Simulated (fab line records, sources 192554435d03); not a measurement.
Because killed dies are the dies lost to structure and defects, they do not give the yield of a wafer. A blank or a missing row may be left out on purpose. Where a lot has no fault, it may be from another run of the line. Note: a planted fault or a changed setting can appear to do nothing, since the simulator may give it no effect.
A single fault, viewed from 2 desks | flow n5Finfet | each desk has only its own numbers; what lay behind them comes last

== METROLOGY DESK ==
Means of the sampled wafers that have a number, per lot and without regard to the tool the lot ran on: this is what the gauges read. The brackets show how far a lot's mean lies from the usual mean; more than 4 standard deviations puts the lot out of limits, marked OUT. It has 10 readings; the 7 that lie furthest out on some lot are the ones shown.
Columns: A = DIBL_N at N5_BEOL_M4_RC_MEAS_101, usual 37.3 mV/V; B = DIBL_P at N5_BEOL_M4_RC_MEAS_101, usual 37.4 mV/V; C = IOFF_P at N5_BEOL_M4_RC_MEAS_101, usual 0.25 nA/um; D = ION_P at N5_BEOL_M4_RC_MEAS_101, usual 468 uA/um; E = SS_N at N5_BEOL_M4_RC_MEAS_101, usual 71.8 mV/dec; F = VT_N at N5_BEOL_M4_RC_MEAS_101, usual 248 mV; G = VT_P at N5_BEOL_M4_RC_MEAS_101, usual -248 mV
lot  | first seen here | A    | B    | C    | D   | E    | F   | G
L598 | day 8 14:34     | 36.8 | 37.0 | 0.26 | 477 | 71.8 | 248 | -246
L601 | day 8 22:00     | 37.6 | 37.3 | 0.26 | 472 | 71.8 | 249 | -246
L611 | day 11 02:22    | 37.2 | 37.8 | 0.24 | 458 | 72.2 | 250 | -251
L610 | day 11 20:29    | 36.7 | 37.1 | 0.24 | 472 | 71.4 | 250 | -247
L613 | day 12 05:07    | 33.7 | 34.2 | 0.20 | 460 | 71.0 | 250 | -251
L615 | day 12 10:14    | 37.9 | 37.9 | 0.22 | 461 | 71.9 | 247 | -251
L616 | day 12 10:40    | 39.2 | 37.6 | 0.25 | 460 | 72.3 | 250 | -249
L617 | day 13 04:02    | 37.8 | 38.2 | 0.26 | 469 | 71.8 | 249 | -245
L619 | day 13 12:40    | 37.3 | 37.8 | 0.24 | 462 | 72.2 | 252 | -250
Finding of this desk: none of the 9 lots has anything out of limits.

== FOR THE TOOL OWNER'S DESK: cvdW-01 ==
The tool's own readings at N5_HKMG_FIN_ALD_72 (deposits W, target thk 2 nm, pulse time 1 s, purge time 2 s): means of the sampled wafers that have a number, for each lot that ran on this tool. The brackets show how far a lot's mean lies from the usual mean; more than 4 standard deviations puts the lot out of limits, marked OUT.
Columns: A = heaterPowerOuterW at N5_HKMG_FIN_ALD_72, usual 297 W; B = heaterPowerW at N5_HKMG_FIN_ALD_72, usual 498 W; C = precursorPulseHeightRel at N5_HKMG_FIN_ALD_72, usual 0.999
lot  | first seen here | A   | B   | C
L598 | day 4 15:34     | 296 | 497 | 0.989
L601 | day 5 11:47     | 290 | 501 | 1.009
L615 | day 8 23:10     | 290 | 490 | 0.996
L616 | day 9 03:40     | 300 | 504 | 1.021
L617 | day 9 08:03     | 313 | 513 | 0.990
L619 | day 9 22:27     | 301 | 503 | 0.994
Finding of this desk: none of the 6 lots has anything out of limits.

== ALL TOGETHER ==
From the metrology desk's view, nothing was out of limits.
The desk of the tool owner found nothing out of limits.

== WHAT THE SIMULATOR HAD INSERTED ==
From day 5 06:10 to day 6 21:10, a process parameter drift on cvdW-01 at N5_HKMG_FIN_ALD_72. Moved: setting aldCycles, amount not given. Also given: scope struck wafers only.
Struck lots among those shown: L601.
